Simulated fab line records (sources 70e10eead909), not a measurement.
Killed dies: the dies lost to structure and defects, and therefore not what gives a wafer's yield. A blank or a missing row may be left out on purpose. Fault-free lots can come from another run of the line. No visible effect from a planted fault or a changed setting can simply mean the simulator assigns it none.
Struck lot and sound lot, side by side + flow nand_harc + 15 steps out of a route of 1302
Sound: wafers L762.1, L762.4, L762.5. Struck: wafer L778.5 (left out: L778.4, L778.6 of the same lot, which were not struck); the cause appears at the end.
Order at every step that has rows: each side's tool, ch and its chambers, its first start. Under that, the readings that differ: sound wafers + struck wafers + difference of the means + sigmas: that difference in standard deviations of wafers without a fault.
alike: readings with means less than 2 such deviations apart, plus words and numbers identical on both sides. not compared: withheld readings, readings lacking a value on some wafer, bounds such as >300 that could conceal the same value, and numbers that have no deviation in the record and whose values overlap.
A row with sigmas, a row that says differs or no value, or rows on one side alone: a step with any of these is where the two part. Numbers that don't overlap but have no deviation are shown without sigmas and don't part them. A reading that every wafer of one side lacks parts them only if that side has two wafers or more.

first, 8 steps without rows for these wafers: NHARC_THIN_TSV_DEHYDRATE_25 (time 120 s); NHARC_THIN_TSV_HMDS_26 (time 30 s); NHARC_THIN_TSV_COAT_27; NHARC_THIN_TSV_SOFTBAKE_28 (time 95 s); NHARC_THIN_TSV_EBR_29; NHARC_THIN_TSV_EXPOSE_30 (exposes mask PAD); NHARC_THIN_TSV_PEB_31 (peb time 85 s); NHARC_THIN_TSV_DEVELOP_32 (time 70 s).
NHARC_THIN_TSV_CD_MEAS_33: target cd 5000 nm.
  sound on cd_sem-01 ch 0, day 26 01:09; struck on cd_sem-02 ch 0, day 33 02:59
| reading    | sound                | struck | difference | sigmas |
|------------|----------------------|--------|------------|--------|
| cd_nm (nm) | 5002.1 4999.3 4998.6 | 5004.4 | +4.4       | +3     |
then, 1 step without rows for these wafers: NHARC_THIN_TSV_HARDBAKE_34 (time 80 s).
NHARC_THIN_TSV_DESCUM_35: chemistry O2, time 3 s.
  sound on rie_diel-09 ch 0,2, day 26 01:20; struck on rie_diel-12 ch 3, day 33 03:08
| reading                         | sound          | struck | difference | sigmas |
|---------------------------------|----------------|--------|------------|--------|
| showerhead_plenum_p_Torr (Torr) | 2.00 2.00 2.00 | 1.81   | -0.19      | -2     |
  alike: drypump_motor_current_A, oes_product_au, rf_vpp_V, throttle_valve_pct
  not compared: rf_hours_counter_h
NHARC_THIN_TSV_ETCH_59: etches the open film in Cl2/BCl3, target depth 880 nm, time 138.1 s.
  sound on rie_metal-03 ch 0,1, day 26 01:29; struck on rie_metal-03 ch 0, day 33 03:23
  alike: drypump_motor_current_A, he_backside_leak_sccm, oes_product_au, throttle_valve_pct
  not compared: rf_hours_counter_h
NHARC_THIN_TSV_ETCH_36: etches the open film in Cl2/BCl3, target depth 65 nm, time 18.571 s.
  sound on rie_metal-03 ch 0, day 26 01:43; struck on rie_metal-03 ch 1, day 33 03:32
| reading               | sound             | struck | difference | sigmas |
|-----------------------|-------------------|--------|------------|--------|
| oes_product_au (a.u.) | 1.017 1.002 1.008 | 0.820  | -0.189     | -17    |
  alike: drypump_motor_current_A, he_backside_leak_sccm
  not compared: rf_hours_counter_h
NHARC_THIN_TSV_STRIP_56: strips in O2.
  sound on plasma_asher-01 ch 0,1, day 26 01:51; struck on plasma_asher-01 ch 0, day 33 03:46
  alike: drypump_motor_current_A, heater_power_w
  not compared: rf_hours_counter_h
NHARC_END_SORT_01:
  the record has rows for the sound wafers here (prober-02 ch 0, day 26 11:40) and none for the struck ones

== WHERE THEY PART ==
Earliest at NHARC_THIN_TSV_CD_MEAS_33; latest, in this record, at NHARC_END_SORT_01.

WHY: the cause the simulator had injected
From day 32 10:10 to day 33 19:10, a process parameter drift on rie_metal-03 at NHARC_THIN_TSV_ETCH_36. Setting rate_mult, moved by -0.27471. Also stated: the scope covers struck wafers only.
